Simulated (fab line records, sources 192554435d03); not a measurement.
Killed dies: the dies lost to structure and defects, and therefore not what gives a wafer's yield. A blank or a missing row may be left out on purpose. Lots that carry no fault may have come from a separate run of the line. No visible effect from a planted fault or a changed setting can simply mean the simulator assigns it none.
The tool behind it: which one? :: flow n5Finfet :: Sampling: 9 lots, 27 wafers, 5 of 1938 route steps

## WHAT EACH GAUGE READ, for each wafer
N5_BEOL_M8_THK_MEAS_01.
lot: L449
measured: day 9 18:53
on: filmMetro-01
M8_ILD_THK (nm): 153.0 155.6 158.4

lot: L448
measured: day 9 23:25
on: filmMetro-01
M8_ILD_THK (nm): 157.3 155.0 158.2

lot: L447
measured: day 10 02:34
on: filmMetro-02
M8_ILD_THK (nm): 153.4 155.7 155.0

lot: L452
measured: day 10 10:57
on: filmMetro-02
M8_ILD_THK (nm): 153.5 155.7 156.7

lot: L451
measured: day 10 10:40
on: filmMetro-02
M8_ILD_THK (nm): 154.4 155.8 156.9

lot: L454
measured: day 10 23:25
on: filmMetro-01
M8_ILD_THK (nm): 154.0 155.5 155.6

lot: L465
measured: day 14 04:22
on: filmMetro-01
M8_ILD_THK (nm): 152.1 42.3 151.5

lot: L466
measured: day 14 05:51
on: filmMetro-01
M8_ILD_THK (nm): 48.3 158.2 158.4

lot: L469
measured: day 15 06:14
on: filmMetro-01
M8_ILD_THK (nm): 157.1 156.6 157.8

## WHICH TOOL RAN EACH LOT (tool, then ch and the chambers of the sampled wafers, then the start)
lot: L449
N5_BEOL_M7_STRIP_36: rieDiel-01 ch 1,2, day 9 15:35
N5_BEOL_M7_SPUTTER_48: pvdSputter-01, day 9 17:12
N5_BEOL_M8_ILD_DEP_00: pecvd-02 ch 0,1, day 9 18:18
N5_BEOL_M8_CURE_74: uvCure-01 ch 1, day 9 18:32

lot: L448
N5_BEOL_M7_STRIP_36: rieDiel-03 ch 0,2, day 9 19:26
N5_BEOL_M7_SPUTTER_48: pvdSputter-03, day 9 21:07
N5_BEOL_M8_ILD_DEP_00: pecvd-04 ch 0,1,2, day 9 22:22
N5_BEOL_M8_CURE_74: uvCure-01 ch 0, day 9 22:44

lot: L447
N5_BEOL_M7_STRIP_36: rieDiel-01 ch 1,2,3, day 9 23:40
N5_BEOL_M7_SPUTTER_48: pvdSputter-02, day 10 00:56
N5_BEOL_M8_ILD_DEP_00: pecvd-02 ch 0,2, day 10 01:59
N5_BEOL_M8_CURE_74: uvCure-03 ch 2, day 10 02:13

lot: L452
N5_BEOL_M7_STRIP_36: rieDiel-01 ch 0,1,2, day 10 07:43
N5_BEOL_M7_SPUTTER_48: pvdSputter-02, day 10 09:14
N5_BEOL_M8_ILD_DEP_00: pecvd-02 ch 0,2, day 10 10:22
N5_BEOL_M8_CURE_74: uvCure-03 ch 0, day 10 10:26

lot: L451
N5_BEOL_M7_STRIP_36: rieDiel-06 ch 0,3, day 10 07:36
N5_BEOL_M7_SPUTTER_48: pvdSputter-01, day 10 09:05
N5_BEOL_M8_ILD_DEP_00: pecvd-02 ch 1,2, day 10 10:05
N5_BEOL_M8_CURE_74: uvCure-02 ch 1, day 10 10:19

lot: L454
N5_BEOL_M7_STRIP_36: rieDiel-06 ch 1,2, day 10 20:24
N5_BEOL_M7_SPUTTER_48: pvdSputter-03, day 10 21:51
N5_BEOL_M8_ILD_DEP_00: pecvd-03 ch 0,1,2, day 10 22:50
N5_BEOL_M8_CURE_74: uvCure-03 ch 0, day 10 22:55

lot: L465
N5_BEOL_M7_STRIP_36: rieDiel-06 ch 0,1,3, day 14 00:20
N5_BEOL_M7_SPUTTER_48: pvdSputter-03, day 14 01:53
N5_BEOL_M8_ILD_DEP_00: pecvd-02 ch 0,1,2, day 14 03:47
N5_BEOL_M8_CURE_74: uvCure-02 ch 2, day 14 03:52

lot: L466
N5_BEOL_M7_STRIP_36: rieDiel-03 ch 0,2,3, day 14 02:01
N5_BEOL_M7_SPUTTER_48: pvdSputter-03, day 14 04:11
N5_BEOL_M8_ILD_DEP_00: pecvd-02 ch 0,1,2, day 14 05:17
N5_BEOL_M8_CURE_74: uvCure-02 ch 1, day 14 05:34

lot: L469
N5_BEOL_M7_STRIP_36: rieDiel-06 ch 0,1,3, day 15 01:52
N5_BEOL_M7_SPUTTER_48: pvdSputter-02, day 15 04:08
N5_BEOL_M8_ILD_DEP_00: pecvd-04 ch 0,1,2, day 15 05:41
N5_BEOL_M8_CURE_74: uvCure-03 ch 0, day 15 05:58
- N5_BEOL_M7_STRIP_36: strips in N2/H2.
- N5_BEOL_M7_SPUTTER_48: material Cu, target thk 10 nm, time 1.667 s.
- N5_BEOL_M8_ILD_DEP_00: deposits SiCOH lowk from DEMS/porogen, target thk 179.75 nm, time 33.4 s.
- N5_BEOL_M8_CURE_74: cures SiCOH lowk, time 240 s.

## THE ANSWER, worked out from the rows above alone
Rule: what is usual is taken from the lots themselves. The widest of any qualifying gaps counts: lots, ordered by their means at a reading, are off when they make up no more than a third of the lots, leave a main group of 4 or more, and stand apart from it by 3 or more times the standard deviation of that group's means. If all means in a main group match to the digits the tables above print for the reading, that group is not used. Also off: a lot with no number at a reading for which 4 or more lots have one. The other lots that the step has rows for count as sound.
Off: L465, L466, seen at N5_BEOL_M8_THK_MEAS_01 (M8_ILD_THK). The main group has a mean of 155.8 nm with a standard deviation of 0.85.
A tool fits if, at a process step before that reading, it ran every lot that is off, and no sound lot after the first of them. Those tools and the gauges at N5_BEOL_M8_THK_MEAS_01 are tried in the same way. Can't be told from this: 3 tools fit, pvdSputter-03 at N5_BEOL_M7_SPUTTER_48, pecvd-02 at N5_BEOL_M8_ILD_DEP_00, uvCure-02 at N5_BEOL_M8_CURE_74.

## WHAT WAS PUT IN BY THE SIMULATOR
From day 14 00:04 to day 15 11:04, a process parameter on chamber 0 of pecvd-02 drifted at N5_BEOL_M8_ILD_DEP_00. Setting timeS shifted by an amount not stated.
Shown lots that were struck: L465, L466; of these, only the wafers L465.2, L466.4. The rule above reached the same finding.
